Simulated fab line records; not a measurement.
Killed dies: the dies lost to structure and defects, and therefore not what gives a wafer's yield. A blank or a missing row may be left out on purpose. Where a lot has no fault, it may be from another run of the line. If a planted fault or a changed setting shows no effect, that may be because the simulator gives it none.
Matching of chambers ; flow n5Finfet ; N5_BEOL_M3_DESCUM_33 on rieDiel-01: 4 sister chambers
The step chemistry O2, time 7 s. 20 wafers are shown with their chamber, then 10 later ones without.

== WAFERS WITH THEIR CHAMBER ==
wafer;chamber;drypumpMotorCurrentA (A);showerheadPlenumPTorr (Torr);throttleValvePct (%)
L074.1;1;5.0;2.23;20.24
L074.4;0;6.6;2.17;20.28
L074.5;1;5.0;2.23;20.24
L080.1;2;5.4;2.16;20.58
L080.4;0;6.7;2.17;20.28
L080.6;1;5.0;2.22;20.25
L081.1;3;5.7;2.03;20.21
L081.3;1;5.0;2.22;20.25
L081.6;3;5.7;2.03;20.21
L082.2;3;5.7;2.03;20.21
L082.3;1;5.0;2.22;20.24
L082.5;0;6.7;2.17;20.29
L084.2;3;5.7;2.03;20.21
L084.4;0;6.6;2.16;20.31
L084.6;1;5.0;2.22;20.26
L089.3;2;5.4;2.15;20.61
L089.4;0;6.7;2.16;20.33
L089.5;2;5.4;2.15;20.60
L092.2;3;5.7;2.03;20.24
L092.4;3;5.7;2.03;20.23

SIGNATURES (means of the wafers above)
reading;chamber 0;chamber 1;chamber 2;chamber 3;scatter within a chamber
drypumpMotorCurrentA;6.660;5.000;5.400;5.700;0.0274
showerheadPlenumPTorr;2.1660;2.2233;2.1533;2.0300;0.00447
throttleValvePct;20.2980;20.2467;20.5967;20.2183;0.0149
Rule: for each reading, subtract the chamber's mean from the wafer's reading, divide by that reading's scatter and square the result; add these up over the readings and take the root, which gives the wafer's distance from the chamber. If the next closest chamber is less than 2 further off than the closest, the wafer can't be placed; otherwise it belongs to the closest. The scatter: take each reading less its chamber's mean, square it, sum over the shown wafers, divide by the number of wafers less the number of chambers, and take the root.

== WAFERS WITH NO CHAMBER GIVEN ==
wafer;drypumpMotorCurrentA (A);showerheadPlenumPTorr (Torr);throttleValvePct (%)
L092.5;5.0;2.21;20.30
L093.1;6.6;2.16;20.33
L093.4;6.7;2.16;20.33
L093.5;5.0;2.21;20.28
L095.2;5.4;2.15;20.29
L095.4;6.7;2.16;20.34
L095.6;5.0;2.21;20.32
L096.3;5.4;2.15;20.28
L096.4;6.7;2.16;20.33
L096.5;5.0;2.21;20.30

== EACH ONE'S CHAMBER ==
wafer;from the rows above;in truth
L092.5;1;1
L093.1;0;0
L093.4;0;0
L093.5;1;1
L095.2;can't be placed: 2 or 1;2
L095.4;0;0
L095.6;1;1
L096.3;can't be placed: 2 or 1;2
L096.4;0;0
L096.5;1;1
Correctly placed: 8 of 10. These rows do not allow placing 2 (true chamber among the candidates in 2). 0 placed wrongly.
